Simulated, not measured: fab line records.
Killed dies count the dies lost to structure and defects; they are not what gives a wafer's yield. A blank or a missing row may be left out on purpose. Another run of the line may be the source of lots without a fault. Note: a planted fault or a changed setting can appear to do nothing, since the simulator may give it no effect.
Chamber matching | flow n5_finfet | 4 sister chambers for N5_BEOL_M8_ETCH_61 on rie_diel-06
The step etches SiARC in CF4, target depth 45.5 nm, time 75.8 s. 7 wafers are shown with their chamber, then 7 later ones without.

## EACH WAFER AND ITS CHAMBER
wafer  | chamber | showerhead_plenum_p_Torr (Torr) | drypump_motor_current_A (A)
L078.2 | 2       | 2.27                            | 5.75
L082.6 | 3       | 2.19                            | 5.25
L086.2 | 0       | 2.25                            | 5.56
L086.3 | 1       | 2.09                            | 5.59
L086.4 | 3       | 2.19                            | 5.28
L088.2 | 1       | 2.08                            | 5.61
L088.5 | 0       | 2.25                            | 5.60

## WAFERS MISSING THEIR CHAMBER
wafer  | showerhead_plenum_p_Torr (Torr) | drypump_motor_current_A (A)
L088.6 | 2.08                            | 5.62
L095.1 | 2.25                            | 5.74
L095.4 | 2.24                            | 5.58
L095.5 | 2.18                            | 5.25
L097.1 | 2.24                            | 5.58
L097.5 | 2.25                            | 5.76
L097.6 | 2.18                            | 5.27

## THE CHAMBER EACH PASSED THROUGH
wafer  | from the rows above | in truth
L088.6 | 1                   | 1
L095.1 | 2                   | 2
L095.4 | 0                   | 0
L095.5 | 3                   | 3
L097.1 | 0                   | 0
L097.5 | 2                   | 2
L097.6 | 3                   | 3
Placed correctly: 7 of 7. Left unplaced by these rows: 0. Placed wrongly: 0.
How it was worked out, from the rows above alone: a wafer's distance from a chamber is the root of the sum, over the readings, of the square of ((its reading less the chamber's mean) divided by the reading's scatter). The wafer belongs to the nearest chamber; if the next one is less than 2 further off, it can't be placed. Each chamber's mean is taken over the wafers shown for it. How the scatter is found: for the shown wafers, subtract from each reading the mean of its chamber, square and add these, divide the total by (wafers less chambers), then take the root.
